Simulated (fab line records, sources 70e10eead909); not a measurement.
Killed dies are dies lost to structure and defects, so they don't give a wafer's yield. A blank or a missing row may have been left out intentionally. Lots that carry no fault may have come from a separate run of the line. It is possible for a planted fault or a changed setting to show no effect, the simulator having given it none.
fab line records / flow nandHarc
[record] lots = 14 wafers = 42 lastDay = 33
route steps=1302 shown A_ONON_D2@552 A_CHANNEL_HOLE_D2@570 END@1302
lots that met no fault: taken from a fault-free run of the same line
startH: the number of hours between the record's first day and the start of the first shown wafer of the lot / waitH: hours since the lot's step before / " unchanged from the row above / L1.1+2: a row that stands for several wafers / - no value, or no start was given / * or withheld: withheld / < > ~ a bound
route shown NAME@n: a module of which the file shows steps, and the number in the route of the first / usual: the fault-free wafers' mean and standard deviation / same: alike in all rows / chamber/n: place in a boat / sites: per-site readings / _std_site: standard deviation across them / _edge_site: inner sites' mean taken away from outer sites' mean / radiusMm: how far each site lies from the wafer's centre / mask NAME#n: copy n / behind: the most recent tool/chamber to have shaped the wafer / hold: what put the lot on hold/how long, in hours/how the hold closed / device: whichever transistor did not switch (one of n, p or np) / end of line: tests of these same wafers at the route's end / where a step has no rows: the recipe by itself / killed: the dies lost at the first sort to structure and to defects; this is not the yield of the wafer / map: shows each die of a wafer: x if killed, . if not, _ if none is there
set.NAME: setting as actually run; set.NAME@STEP: the setting as run at that earlier step / model.NAME: the simulator's own value behind a step, which no gauge read
route steps across a sampled set of lots; one table per step, one row per wafer
services: from which hour (startH, from the record's first day; less than 0 if before it) a tool's chamber was out of use, for how many hours, and why
[[steps]]
[step NHARC_A_ONON_D2_THK_MEAS_11]
[recipe] thkMeasGauge = ellipsometry
[usual] thkNm = 999/10
lot.wafer=L371.1 tool=filmMetro-01 chamber=- startH=290.14 waitH=- thkNm=1016
lot.wafer=L371.4 tool=filmMetro-01 chamber=- startH=290.14 waitH=- thkNm=1015
lot.wafer=L371.6 tool=filmMetro-01 chamber=- startH=290.14 waitH=- thkNm=1017
lot.wafer=L373.2 tool=filmMetro-02 chamber=- startH=296.03 waitH=- thkNm=1000
lot.wafer=L373.5 tool=filmMetro-02 chamber=- startH=296.03 waitH=- thkNm=999
lot.wafer=L373.6 tool=filmMetro-02 chamber=- startH=296.03 waitH=- thkNm=1001
lot.wafer=L374.2 tool=filmMetro-02 chamber=- startH=317.29 waitH=- thkNm=1009
lot.wafer=L374.4 tool=filmMetro-02 chamber=- startH=317.29 waitH=- thkNm=1010
lot.wafer=L374.6 tool=filmMetro-02 chamber=- startH=317.29 waitH=- thkNm=1009
lot.wafer=L375.3 tool=filmMetro-02 chamber=- startH=317.46 waitH=- thkNm=990
lot.wafer=L375.4 tool=filmMetro-02 chamber=- startH=317.46 waitH=- thkNm=991
lot.wafer=L375.6 tool=filmMetro-02 chamber=- startH=317.46 waitH=- thkNm=993
lot.wafer=L376.1 tool=filmMetro-01 chamber=- startH=317.65 waitH=- thkNm=994
lot.wafer=L376.2 tool=filmMetro-01 chamber=- startH=317.65 waitH=- thkNm=995
lot.wafer=L376.3 tool=filmMetro-01 chamber=- startH=317.65 waitH=- thkNm=994
lot.wafer=L377.1 tool=filmMetro-01 chamber=- startH=329.45 waitH=- thkNm=1001
lot.wafer=L377.3 tool=filmMetro-01 chamber=- startH=329.45 waitH=- thkNm=1002
lot.wafer=L377.5 tool=filmMetro-01 chamber=- startH=329.45 waitH=- thkNm=1000
lot.wafer=L379.1 tool=filmMetro-01 chamber=- startH=341.54 waitH=- thkNm=996
lot.wafer=L379.2 tool=filmMetro-01 chamber=- startH=341.54 waitH=- thkNm=998
lot.wafer=L379.5 tool=filmMetro-01 chamber=- startH=341.54 waitH=- thkNm=996
lot.wafer=L380.2 tool=filmMetro-01 chamber=- startH=375.32 waitH=- thkNm=989
lot.wafer=L380.4 tool=filmMetro-01 chamber=- startH=375.32 waitH=- thkNm=990
lot.wafer=L380.5 tool=filmMetro-01 chamber=- startH=375.32 waitH=- thkNm=990
lot.wafer=L381.1 tool=filmMetro-01 chamber=- startH=375.46 waitH=- thkNm=995
lot.wafer=L381.3 tool=filmMetro-01 chamber=- startH=375.46 waitH=- thkNm=996
lot.wafer=L381.6 tool=filmMetro-01 chamber=- startH=375.46 waitH=- thkNm=997
lot.wafer=L390.2 tool=filmMetro-01 chamber=- startH=468.18 waitH=- thkNm=998
lot.wafer=L390.3 tool=filmMetro-01 chamber=- startH=468.18 waitH=- thkNm=998
lot.wafer=L390.6 tool=filmMetro-01 chamber=- startH=468.18 waitH=- thkNm=998
lot.wafer=L393.2 tool=filmMetro-02 chamber=- startH=487.87 waitH=- thkNm=1006
lot.wafer=L393.3 tool=filmMetro-02 chamber=- startH=487.87 waitH=- thkNm=1004
lot.wafer=L393.4 tool=filmMetro-02 chamber=- startH=487.87 waitH=- thkNm=1004
lot.wafer=L391.1 tool=filmMetro-01 chamber=- startH=487.87 waitH=- thkNm=991
lot.wafer=L391.3 tool=filmMetro-01 chamber=- startH=487.87 waitH=- thkNm=991
lot.wafer=L391.4 tool=filmMetro-01 chamber=- startH=487.87 waitH=- thkNm=990
lot.wafer=L392.3 tool=filmMetro-01 chamber=- startH=494.57 waitH=- thkNm=995
lot.wafer=L392.5 tool=filmMetro-01 chamber=- startH=494.57 waitH=- thkNm=997
lot.wafer=L392.6 tool=filmMetro-01 chamber=- startH=494.57 waitH=- thkNm=997
lot.wafer=L394.1 tool=filmMetro-02 chamber=- startH=507.40 waitH=- thkNm=973
lot.wafer=L394.2 tool=filmMetro-02 chamber=- startH=507.40 waitH=- thkNm=973
lot.wafer=L394.5 tool=filmMetro-02 chamber=- startH=507.40 waitH=- thkNm=972
[step NHARC_A_ONON_D2_THK_MEAS_21]
[recipe] thkMeasGauge = ellipsometry
[usual] thkNm = 1002/9
lot.wafer=L371.1 tool=filmMetro-02 chamber=- startH=299.05 waitH=- thkNm=998
lot.wafer=L371.4 tool=filmMetro-02 chamber=- startH=299.05 waitH=- thkNm=998
lot.wafer=L371.6 tool=filmMetro-02 chamber=- startH=299.05 waitH=- thkNm=1000
lot.wafer=L373.2 tool=filmMetro-01 chamber=- startH=304.58 waitH=- thkNm=985
lot.wafer=L373.5 tool=filmMetro-01 chamber=- startH=304.58 waitH=- thkNm=984
lot.wafer=L373.6 tool=filmMetro-01 chamber=- startH=304.58 waitH=- thkNm=983
lot.wafer=L374.2 tool=filmMetro-02 chamber=- startH=328.96 waitH=- thkNm=1010
lot.wafer=L374.4 tool=filmMetro-02 chamber=- startH=328.96 waitH=- thkNm=1008
lot.wafer=L374.6 tool=filmMetro-02 chamber=- startH=328.96 waitH=- thkNm=1009
lot.wafer=L375.3 tool=filmMetro-01 chamber=- startH=329.03 waitH=- thkNm=1001
lot.wafer=L375.4 tool=filmMetro-01 chamber=- startH=329.03 waitH=- thkNm=1002
lot.wafer=L375.6 tool=filmMetro-01 chamber=- startH=329.03 waitH=- thkNm=1001
lot.wafer=L376.1 tool=filmMetro-02 chamber=- startH=329.23 waitH=- thkNm=997
lot.wafer=L376.2 tool=filmMetro-02 chamber=- startH=329.23 waitH=- thkNm=998
lot.wafer=L376.3 tool=filmMetro-02 chamber=- startH=329.23 waitH=- thkNm=999
lot.wafer=L377.1 tool=filmMetro-01 chamber=- startH=338.33 waitH=- thkNm=1003
lot.wafer=L377.3 tool=filmMetro-01 chamber=- startH=338.33 waitH=- thkNm=1003
lot.wafer=L377.5 tool=filmMetro-01 chamber=- startH=338.33 waitH=- thkNm=1004
lot.wafer=L379.1 tool=filmMetro-01 chamber=- startH=350.24 waitH=- thkNm=986
lot.wafer=L379.2 tool=filmMetro-01 chamber=- startH=350.24 waitH=- thkNm=982
lot.wafer=L379.5 tool=filmMetro-01 chamber=- startH=350.24 waitH=- thkNm=986
lot.wafer=L380.2 tool=filmMetro-01 chamber=- startH=384.12 waitH=- thkNm=1004
lot.wafer=L380.4 tool=filmMetro-01 chamber=- startH=384.12 waitH=- thkNm=1006
lot.wafer=L380.5 tool=filmMetro-01 chamber=- startH=384.12 waitH=- thkNm=1006
lot.wafer=L381.1 tool=filmMetro-01 chamber=- startH=384.15 waitH=- thkNm=1006
lot.wafer=L381.3 tool=filmMetro-01 chamber=- startH=384.15 waitH=- thkNm=1007
lot.wafer=L381.6 tool=filmMetro-01 chamber=- startH=384.15 waitH=- thkNm=1006
lot.wafer=L390.2 tool=filmMetro-01 chamber=- startH=477.00 waitH=- thkNm=1009
lot.wafer=L390.3 tool=filmMetro-01 chamber=- startH=477.00 waitH=- thkNm=1007
lot.wafer=L390.6 tool=filmMetro-01 chamber=- startH=477.00 waitH=- thkNm=1007
lot.wafer=L391.1 tool=filmMetro-01 chamber=- startH=496.44 waitH=- thkNm=1001
lot.wafer=L391.3 tool=filmMetro-01 chamber=- startH=496.44 waitH=- thkNm=1000
lot.wafer=L391.4 tool=filmMetro-01 chamber=- startH=496.44 waitH=- thkNm=1002
lot.wafer=L393.2 tool=filmMetro-02 chamber=- startH=496.60 waitH=- thkNm=1007
lot.wafer=L393.3 tool=filmMetro-02 chamber=- startH=496.60 waitH=- thkNm=1006
lot.wafer=L393.4 tool=filmMetro-02 chamber=- startH=496.60 waitH=- thkNm=1008
lot.wafer=L392.3 tool=filmMetro-01 chamber=- startH=506.72 waitH=- thkNm=997
lot.wafer=L392.5 tool=filmMetro-01 chamber=- startH=506.72 waitH=- thkNm=996
lot.wafer=L392.6 tool=filmMetro-01 chamber=- startH=506.72 waitH=- thkNm=999
lot.wafer=L394.1 tool=filmMetro-01 chamber=- startH=516.82 waitH=- thkNm=1008
lot.wafer=L394.2 tool=filmMetro-01 chamber=- startH=516.82 waitH=- thkNm=1006
lot.wafer=L394.5 tool=filmMetro-01 chamber=- startH=516.82 waitH=- thkNm=1007
[step NHARC_A_CHANNEL_HOLE_D2_DEP_00]
[recipe] targetThkA = 31000 tempC = 400 material = aC
[usual] throttleValvePct = 35.002/0.0084
lot.wafer=L371.1 tool=aclDep-01 chamber=0 startH=304.91 waitH=3.4 throttleValvePct=35.002
lot.wafer=L371.4 tool=aclDep-01 chamber=0 startH=304.91 waitH=3.4 throttleValvePct=35.001
lot.wafer=L371.6 tool=aclDep-01 chamber=0 startH=304.91 waitH=3.4 throttleValvePct=34.993
lot.wafer=L373.2 tool=aclDep-02 chamber=0 startH=308.24 waitH=1.4 throttleValvePct=34.995
lot.wafer=L373.5 tool=aclDep-02 chamber=0 startH=308.24 waitH=1.4 throttleValvePct=35.006
lot.wafer=L373.6 tool=aclDep-02 chamber=0 startH=308.24 waitH=1.4 throttleValvePct=35.004
lot.wafer=L374.2 tool=aclDep-01 chamber=0 startH=331.56 waitH=0.4 throttleValvePct=35.022
lot.wafer=L374.4 tool=aclDep-01 chamber=0 startH=331.56 waitH=0.4 throttleValvePct=35.019
lot.wafer=L374.6 tool=aclDep-01 chamber=0 startH=331.56 waitH=0.4 throttleValvePct=35.011
lot.wafer=L375.3 tool=aclDep-03 chamber=0 startH=331.98 waitH=0.7 throttleValvePct=34.994
lot.wafer=L375.4 tool=aclDep-03 chamber=0 startH=331.98 waitH=0.7 throttleValvePct=34.989
lot.wafer=L375.6 tool=aclDep-03 chamber=0 startH=331.98 waitH=0.7 throttleValvePct=35.003
lot.wafer=L376.1 tool=aclDep-01 chamber=0 startH=333.14 waitH=1.5 throttleValvePct=34.990
lot.wafer=L376.2 tool=aclDep-01 chamber=0 startH=333.14 waitH=1.5 throttleValvePct=35.003
lot.wafer=L376.3 tool=aclDep-01 chamber=0 startH=333.14 waitH=1.5 throttleValvePct=34.991
lot.wafer=L377.1 tool=aclDep-02 chamber=0 startH=345.93 waitH=5.4 throttleValvePct=35.009
lot.wafer=L377.3 tool=aclDep-02 chamber=0 startH=345.93 waitH=5.4 throttleValvePct=34.986
lot.wafer=L377.5 tool=aclDep-02 chamber=0 startH=345.93 waitH=5.4 throttleValvePct=35.019
lot.wafer=L377.1 tool=aclDep-02 chamber=0 startH=349.58 waitH=3.3 throttleValvePct=34.997
lot.wafer=L377.3 tool=aclDep-02 chamber=0 startH=349.58 waitH=3.3 throttleValvePct=34.996
lot.wafer=L377.5 tool=aclDep-02 chamber=0 startH=349.58 waitH=3.3 throttleValvePct=34.991
lot.wafer=L379.1 tool=aclDep-03 chamber=0 startH=352.56 waitH=0.1 throttleValvePct=35.009
lot.wafer=L379.2 tool=aclDep-03 chamber=0 startH=352.56 waitH=0.1 throttleValvePct=34.996
lot.wafer=L379.5 tool=aclDep-03 chamber=0 startH=352.56 waitH=0.1 throttleValvePct=35.006
lot.wafer=L381.1 tool=aclDep-02 chamber=0 startH=390.32 waitH=3.9 throttleValvePct=34.980
lot.wafer=L381.3 tool=aclDep-02 chamber=0 startH=390.32 waitH=3.9 throttleValvePct=35.022
lot.wafer=L381.6 tool=aclDep-02 chamber=0 startH=390.32 waitH=3.9 throttleValvePct=35.001
lot.wafer=L381.1 tool=aclDep-02 chamber=0 startH=394.17 waitH=3.5 throttleValvePct=35.012
lot.wafer=L381.3 tool=aclDep-02 chamber=0 startH=394.17 waitH=3.5 throttleValvePct=35.005
lot.wafer=L381.6 tool=aclDep-02 chamber=0 startH=394.17 waitH=3.5 throttleValvePct=35.012
lot.wafer=L380.2 tool=aclDep-03 chamber=0 startH=390.56 waitH=4.2 throttleValvePct=35.002
lot.wafer=L380.4 tool=aclDep-03 chamber=0 startH=390.56 waitH=4.2 throttleValvePct=34.989
lot.wafer=L380.5 tool=aclDep-03 chamber=0 startH=390.56 waitH=4.2 throttleValvePct=35.004
lot.wafer=L390.2 tool=aclDep-03 chamber=0 startH=479.63 waitH=0.4 throttleValvePct=34.999
lot.wafer=L390.3 tool=aclDep-03 chamber=0 startH=479.63 waitH=0.4 throttleValvePct=35.005
lot.wafer=L390.6 tool=aclDep-03 chamber=0 startH=479.63 waitH=0.4 throttleValvePct=35.008
lot.wafer=L391.1 tool=aclDep-02 chamber=0 startH=498.76 waitH=0.1 throttleValvePct=35.018
lot.wafer=L391.3 tool=aclDep-02 chamber=0 startH=498.76 waitH=0.1 throttleValvePct=34.992
lot.wafer=L391.4 tool=aclDep-02 chamber=0 startH=498.76 waitH=0.1 throttleValvePct=35.009
lot.wafer=L393.2 tool=aclDep-01 chamber=0 startH=499.64 waitH=0.7 throttleValvePct=34.989
lot.wafer=L393.3 tool=aclDep-01 chamber=0 startH=499.64 waitH=0.7 throttleValvePct=35.001
lot.wafer=L393.4 tool=aclDep-01 chamber=0 startH=499.64 waitH=0.7 throttleValvePct=35.011
lot.wafer=L392.3 tool=aclDep-01 chamber=0 startH=511.72 waitH=2.8 throttleValvePct=35.005
lot.wafer=L392.5 tool=aclDep-01 chamber=0 startH=511.72 waitH=2.8 throttleValvePct=35.005
lot.wafer=L392.6 tool=aclDep-01 chamber=0 startH=511.72 waitH=2.8 throttleValvePct=35.001
lot.wafer=L394.1 tool=aclDep-01 chamber=0 startH=519.12 waitH=0.1 throttleValvePct=35.009
lot.wafer=L394.2 tool=aclDep-01 chamber=0 startH=519.12 waitH=0.1 throttleValvePct=34.985
lot.wafer=L394.5 tool=aclDep-01 chamber=0 startH=519.12 waitH=0.1 throttleValvePct=35.007
[step NHARC_A_CHANNEL_HOLE_D2_ETCH_22]
[recipe] biasV = 3000 sourceW = withheld pressureMtorr = 20 timeS = 666.7 arFlowSccm = 375 c4f8FlowSccm = 89.3 o2FlowSccm = 35.7 tempC = -20 targetDepthA = 16000 chemistry = C4F8/O2/Ar
[usual] drypumpMotorCurrentA = 5.71/0.25 showerheadPlenumPTorr = 3.63/0.063 throttleValvePct = 32.155/0.0095
lot.wafer=L371.1 tool=harEtch-01 chamber=1 startH=309.95 waitH=0.4 drypumpMotorCurrentA=5.67 rfHoursCounterH=157 showerheadPlenumPTorr=3.69 throttleValvePct=32.152
lot.wafer=L371.4 tool=harEtch-01 chamber=0 startH=309.95 waitH=0.4 drypumpMotorCurrentA=5.32 rfHoursCounterH=- showerheadPlenumPTorr=3.57 throttleValvePct=32.142
lot.wafer=L371.6 tool=harEtch-01 chamber=0 startH=309.95 waitH=0.4 drypumpMotorCurrentA=5.33 rfHoursCounterH=- showerheadPlenumPTorr=3.57 throttleValvePct=32.177
lot.wafer=L373.2 tool=harEtch-01 chamber=1 startH=314.10 waitH=0.4 drypumpMotorCurrentA=5.69 rfHoursCounterH=161 showerheadPlenumPTorr=3.69 throttleValvePct=32.155
lot.wafer=L373.5 tool=harEtch-01 chamber=0 startH=314.10 waitH=0.4 drypumpMotorCurrentA=5.32 rfHoursCounterH=- showerheadPlenumPTorr=3.57 throttleValvePct=32.173
lot.wafer=L373.6 tool=harEtch-01 chamber=1 startH=314.10 waitH=0.4 drypumpMotorCurrentA=5.66 rfHoursCounterH=- showerheadPlenumPTorr=3.69 throttleValvePct=32.143
lot.wafer=L374.2 tool=harEtch-01 chamber=0 startH=336.01 waitH=0.4 drypumpMotorCurrentA=5.32 rfHoursCounterH=169 showerheadPlenumPTorr=3.56 throttleValvePct=32.161
lot.wafer=L374.4 tool=harEtch-01 chamber=0 startH=336.01 waitH=0.4 drypumpMotorCurrentA=5.33 rfHoursCounterH=- showerheadPlenumPTorr=3.56 throttleValvePct=32.153
lot.wafer=L374.6 tool=harEtch-01 chamber=0 startH=336.01 waitH=0.4 drypumpMotorCurrentA=5.33 rfHoursCounterH=- showerheadPlenumPTorr=3.56 throttleValvePct=32.161
lot.wafer=L375.3 tool=harEtch-02 chamber=0 startH=337.03 waitH=0.4 drypumpMotorCurrentA=6.02 rfHoursCounterH=- showerheadPlenumPTorr=3.63 throttleValvePct=32.171
lot.wafer=L375.4 tool=harEtch-02 chamber=1 startH=337.03 waitH=0.4 drypumpMotorCurrentA=5.80 rfHoursCounterH=- showerheadPlenumPTorr=3.72 throttleValvePct=32.146
lot.wafer=L375.6 tool=harEtch-02 chamber=1 startH=337.03 waitH=0.4 drypumpMotorCurrentA=5.77 rfHoursCounterH=- showerheadPlenumPTorr=3.72 throttleValvePct=32.169
lot.wafer=L376.2 tool=harEtch-01 chamber=0 startH=340.17 waitH=0.4 drypumpMotorCurrentA=5.32 rfHoursCounterH=172 showerheadPlenumPTorr=3.56 throttleValvePct=32.151
lot.wafer=L376.1 tool=harEtch-01 chamber=1 startH=340.17 waitH=0.4 drypumpMotorCurrentA=5.69 rfHoursCounterH=172 showerheadPlenumPTorr=3.69 throttleValvePct=32.154
lot.wafer=L376.3 tool=harEtch-01 chamber=0 startH=340.17 waitH=0.4 drypumpMotorCurrentA=5.32 rfHoursCounterH=- showerheadPlenumPTorr=3.56 throttleValvePct=32.158
lot.wafer=L377.1 tool=harEtch-01 chamber=0 startH=354.60 waitH=0.4 drypumpMotorCurrentA=5.33 rfHoursCounterH=184 showerheadPlenumPTorr=3.55 throttleValvePct=32.142
lot.wafer=L377.3 tool=harEtch-01 chamber=1 startH=354.60 waitH=0.4 drypumpMotorCurrentA=5.72 rfHoursCounterH=- showerheadPlenumPTorr=3.68 throttleValvePct=32.160
lot.wafer=L377.5 tool=harEtch-01 chamber=0 startH=354.60 waitH=0.4 drypumpMotorCurrentA=5.34 rfHoursCounterH=- showerheadPlenumPTorr=3.55 throttleValvePct=32.146
lot.wafer=L379.1 tool=harEtch-02 chamber=0 startH=357.32 waitH=0.4 drypumpMotorCurrentA=6.03 rfHoursCounterH=391 showerheadPlenumPTorr=3.63 throttleValvePct=32.161
lot.wafer=L379.2 tool=harEtch-02 chamber=1 startH=357.32 waitH=0.4 drypumpMotorCurrentA=5.80 rfHoursCounterH=391 showerheadPlenumPTorr=3.71 throttleValvePct=32.149
lot.wafer=L379.5 tool=harEtch-02 chamber=0 startH=357.32 waitH=0.4 drypumpMotorCurrentA=6.00 rfHoursCounterH=- showerheadPlenumPTorr=3.63 throttleValvePct=32.164
lot.wafer=L380.2 tool=harEtch-01 chamber=0 startH=397.41 waitH=0.4 drypumpMotorCurrentA=5.30 rfHoursCounterH=210 showerheadPlenumPTorr=3.54 throttleValvePct=32.147
lot.wafer=L380.4 tool=harEtch-01 chamber=0 startH=397.41 waitH=0.4 drypumpMotorCurrentA=5.33 rfHoursCounterH=- showerheadPlenumPTorr=3.54 throttleValvePct=32.139
lot.wafer=L380.5 tool=harEtch-01 chamber=1 startH=397.41 waitH=0.4 drypumpMotorCurrentA=5.74 rfHoursCounterH=- showerheadPlenumPTorr=3.67 throttleValvePct=32.162
lot.wafer=L381.1 tool=harEtch-02 chamber=0 startH=399.18 waitH=0.4 drypumpMotorCurrentA=6.04 rfHoursCounterH=1 showerheadPlenumPTorr=3.62 throttleValvePct=32.151
lot.wafer=L381.3 tool=harEtch-02 chamber=0 startH=399.18 waitH=0.4 drypumpMotorCurrentA=6.04 rfHoursCounterH=- showerheadPlenumPTorr=3.62 throttleValvePct=32.160
lot.wafer=L381.6 tool=harEtch-02 chamber=0 startH=399.18 waitH=0.4 drypumpMotorCurrentA=6.03 rfHoursCounterH=- showerheadPlenumPTorr=3.62 throttleValvePct=32.158
lot.wafer=L390.2 tool=harEtch-02 chamber=1 startH=485.53 waitH=0.4 drypumpMotorCurrentA=5.78 rfHoursCounterH=51 showerheadPlenumPTorr=3.68 throttleValvePct=32.179
lot.wafer=L390.3 tool=harEtch-02 chamber=0 startH=485.53 waitH=0.4 drypumpMotorCurrentA=6.03 rfHoursCounterH=- showerheadPlenumPTorr=3.59 throttleValvePct=32.157
lot.wafer=L390.6 tool=harEtch-02 chamber=0 startH=485.53 waitH=0.4 drypumpMotorCurrentA=6.04 rfHoursCounterH=- showerheadPlenumPTorr=3.59 throttleValvePct=32.146
lot.wafer=L391.1 tool=harEtch-01 chamber=0 startH=506.60 waitH=0.4 drypumpMotorCurrentA=5.29 rfHoursCounterH=279 showerheadPlenumPTorr=3.50 throttleValvePct=32.151
lot.wafer=L391.3 tool=harEtch-01 chamber=1 startH=506.60 waitH=0.4 drypumpMotorCurrentA=5.65 rfHoursCounterH=- showerheadPlenumPTorr=3.63 throttleValvePct=32.162
lot.wafer=L391.4 tool=harEtch-01 chamber=0 startH=506.60 waitH=0.4 drypumpMotorCurrentA=5.31 rfHoursCounterH=- showerheadPlenumPTorr=3.50 throttleValvePct=32.159
lot.wafer=L393.2 tool=harEtch-02 chamber=1 startH=506.61 waitH=0.4 drypumpMotorCurrentA=5.79 rfHoursCounterH=66 showerheadPlenumPTorr=3.67 throttleValvePct=32.163
lot.wafer=L393.3 tool=harEtch-02 chamber=0 startH=506.61 waitH=0.4 drypumpMotorCurrentA=6.05 rfHoursCounterH=- showerheadPlenumPTorr=3.58 throttleValvePct=32.157
lot.wafer=L393.4 tool=harEtch-02 chamber=1 startH=506.61 waitH=0.4 drypumpMotorCurrentA=5.77 rfHoursCounterH=- showerheadPlenumPTorr=3.67 throttleValvePct=32.141
lot.wafer=L392.3 tool=harEtch-02 chamber=1 startH=516.28 waitH=0.4 drypumpMotorCurrentA=5.77 rfHoursCounterH=- showerheadPlenumPTorr=3.67 throttleValvePct=32.148
lot.wafer=L392.6 tool=harEtch-02 chamber=0 startH=516.28 waitH=0.4 drypumpMotorCurrentA=6.02 rfHoursCounterH=- showerheadPlenumPTorr=3.58 throttleValvePct=32.145
lot.wafer=L392.5 tool=harEtch-02 chamber=1 startH=516.28 waitH=0.4 drypumpMotorCurrentA=5.75 rfHoursCounterH=- showerheadPlenumPTorr=3.67 throttleValvePct=32.164
lot.wafer=L394.1 tool=harEtch-02 chamber=1 startH=524.01 waitH=0.4 drypumpMotorCurrentA=5.82 rfHoursCounterH=77 showerheadPlenumPTorr=3.66 throttleValvePct=32.162
lot.wafer=L394.2 tool=harEtch-02 chamber=0 startH=524.01 waitH=0.4 drypumpMotorCurrentA=6.02 rfHoursCounterH=77 showerheadPlenumPTorr=3.58 throttleValvePct=32.160
lot.wafer=L394.5 tool=harEtch-02 chamber=1 startH=524.01 waitH=0.4 drypumpMotorCurrentA=5.77 rfHoursCounterH=- showerheadPlenumPTorr=3.66 throttleValvePct=32.163
[step NHARC_END_SORT_01]
[recipe] tempC = 25
[usual] killedAtArray = 61/24 killedAtOther = 1.2/1.3 killedAtPeriphery = 3.7/2.6 killedDies = 66/23 killedOpen = 3.3/1.8 killedShort = 2.4/1.6
[same] grossDies = 677
lot.wafer=L377.1 tool=prober-01 chamber=0 startH=624.93 waitH=2.5 killedAtArray=673 killedAtOther=0 killedAtPeriphery=4 killedDies=677 killedOpen=4 killedShort=5
lot.wafer=L377.3 tool=prober-01 chamber=0 startH=626.52 waitH=3.1 killedAtArray=675 killedAtOther=1 killedAtPeriphery=1 killedDies=677 killedOpen=3 killedShort=0
lot.wafer=L377.5 tool=prober-01 chamber=0 startH=628.12 waitH=3.7 killedAtArray=671 killedAtOther=2 killedAtPeriphery=4 killedDies=677 killedOpen=1 killedShort=0
lot.wafer=L381.1 tool=prober-02 chamber=0 startH=669.59 waitH=2.5 killedAtArray=674 killedAtOther=0 killedAtPeriphery=3 killedDies=677 killedOpen=4 killedShort=5
lot.wafer=L381.3 tool=prober-02 chamber=0 startH=671.16 waitH=3.1 killedAtArray=675 killedAtOther=0 killedAtPeriphery=2 killedDies=677 killedOpen=1 killedShort=1
lot.wafer=L381.6 tool=prober-02 chamber=0 startH=673.52 waitH=3.9 killedAtArray=674 killedAtOther=1 killedAtPeriphery=2 killedDies=677 killedOpen=4 killedShort=1
// killed by level:class
L377.1 A_CHANNEL_HOLE_D2:areaDep=617 A_CHANNEL_HOLE_D1:chamberFilmFlake=33 A_CHANNEL_HOLE_D2:chamberFilmFlake=13 A_SLIT:chamberFilmFlake=2 P_GATE:geometricParticle:short=1 P_CONTACT:geometricParticle:short=1 P_M2:geometricParticle:short=1 A_DECK1_JOINT:geometricParticle:open=1
L377.3 A_CHANNEL_HOLE_D2:areaDep=624 A_CHANNEL_HOLE_D1:chamberFilmFlake=35 A_CHANNEL_HOLE_D2:chamberFilmFlake=10 A_CONTACT:chamberFilmFlake=2 A_CHANNEL_HOLE_D1:geometricParticle:open=1 A_CHANNEL_FILL_D2:geometricParticle:open=1 A_M0:geometricParticle:open=1 P_ZERO_WELL:chamberFilmFlake=1
L377.5 A_CHANNEL_HOLE_D2:areaDep=615 A_CHANNEL_HOLE_D1:chamberFilmFlake=38 A_CHANNEL_HOLE_D2:chamberFilmFlake=12 P_ZERO_WELL:chamberFilmFlake=2 A_WL_FILL:chamberFilmFlake=2 A_CONTACT:chamberFilmFlake=2 THIN_TSV:chamberFilmFlake=2 A_ONON_D1:geometricParticle:open=1
L381.1 A_CHANNEL_HOLE_D2:areaDep=579 A_CHANNEL_HOLE_D1:chamberFilmFlake=37 A_SLIT:chamberFilmFlake=29 A_SGD_CUT:chamberFilmFlake=10 A_CONTACT:chamberFilmFlake=8 A_WL_FILL:geometricParticle:short=3 A_M0:geometricParticle:open=2 A_CHANNEL_HOLE_D2:chamberFilmFlake=2
L381.3 A_CHANNEL_HOLE_D2:areaDep=588 A_SLIT:chamberFilmFlake=41 A_CHANNEL_HOLE_D1:chamberFilmFlake=32 A_CONTACT:chamberFilmFlake=5 A_CHANNEL_HOLE_D2:unspecified=3 A_CHANNEL_HOLE_D2:chamberFilmFlake=2 A_SGD_CUT:chamberFilmFlake=2 A_SGD_CUT:geometricParticle:short=1
L381.6 A_CHANNEL_HOLE_D2:areaDep=592 A_SLIT:chamberFilmFlake=35 A_CHANNEL_HOLE_D1:chamberFilmFlake=30 A_CONTACT:chamberFilmFlake=6 A_DECK1_JOINT:geometricParticle:open=2 A_CHANNEL_FILL_D1:chamberFilmFlake=2 A_SGD_CUT:chamberFilmFlake=2 P_CONTACT:geometricParticle:open=1
[[services]]
tool=aclDep-03 chamber=- startH=298.49 hours=13.0 kind=pm
tool=aclDep-02 chamber=- startH=357.94 hours=0.5 kind=repair
tool=aclDep-01 chamber=- startH=367.34 hours=13.0 kind=pm
tool=harEtch-02 chamber=- startH=380.97 hours=17.0 kind=pm
tool=harEtch-02 chamber=0 startH=380.97 hours=17.0 kind=ventCycle
tool=harEtch-02 chamber=1 startH=380.97 hours=17.0 kind=ventCycle
tool=harEtch-02 chamber=0 startH=397.97 hours=- kind=clean
tool=harEtch-02 chamber=0 startH=397.97 hours=- kind=consumableReplace:focusRing
tool=harEtch-02 chamber=1 startH=397.97 hours=- kind=clean
tool=harEtch-02 chamber=1 startH=397.97 hours=- kind=consumableReplace:focusRing
tool=aclDep-02 chamber=- startH=428.27 hours=13.0 kind=pm
tool=aclDep-03 chamber=- startH=481.21 hours=13.0 kind=pm
[[key]]
[firstSign] step = NHARC_A_CHANNEL_HOLE_D2_DEP_00 reading = visit direction = added
[effect] step = NHARC_END_SORT_01 reading = killedDies direction = up sigmas = 27 usual = 66 struck = 677
[moreKillsBornAt] NHARC_A_CHANNEL_HOLE_D2_DEP_00@aclDep-02 = 3615
metAt NHARC_A_CHANNEL_HOLE_D2_DEP_00
struckLots L377,L381
laterRowsLeftOut L377.1,L377.3,L377.5,L381.1,L381.3,L381.6
testerLeftOut L377,L381
notActingAt NHARC_A_ONON_D2_THK_MEAS_11,NHARC_A_ONON_D2_THK_MEAS_21,NHARC_A_CHANNEL_HOLE_D2_ETCH_22
[fault] kind = repeatedStepWhole tool = aclDep-01,aclDep-02,aclDep-03 chamber = - onsetH = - steps = NHARC_A_CHANNEL_HOLE_D2_DEP_00 times = 1 scope = struckLotsOnly
// testerLeftOut: of these lots the tester's yield and bins aren't shown, on N5 and GAA mostly nor the transistor test; their killed dies are dies lost to structure and defects alone, not to doping, threshold or leakage, so they don't give the yield
// laterRowsLeftOut: the simulator's readings of these wafers behind a module that went badly wrong aren't trusted and aren't shown, but for the sort
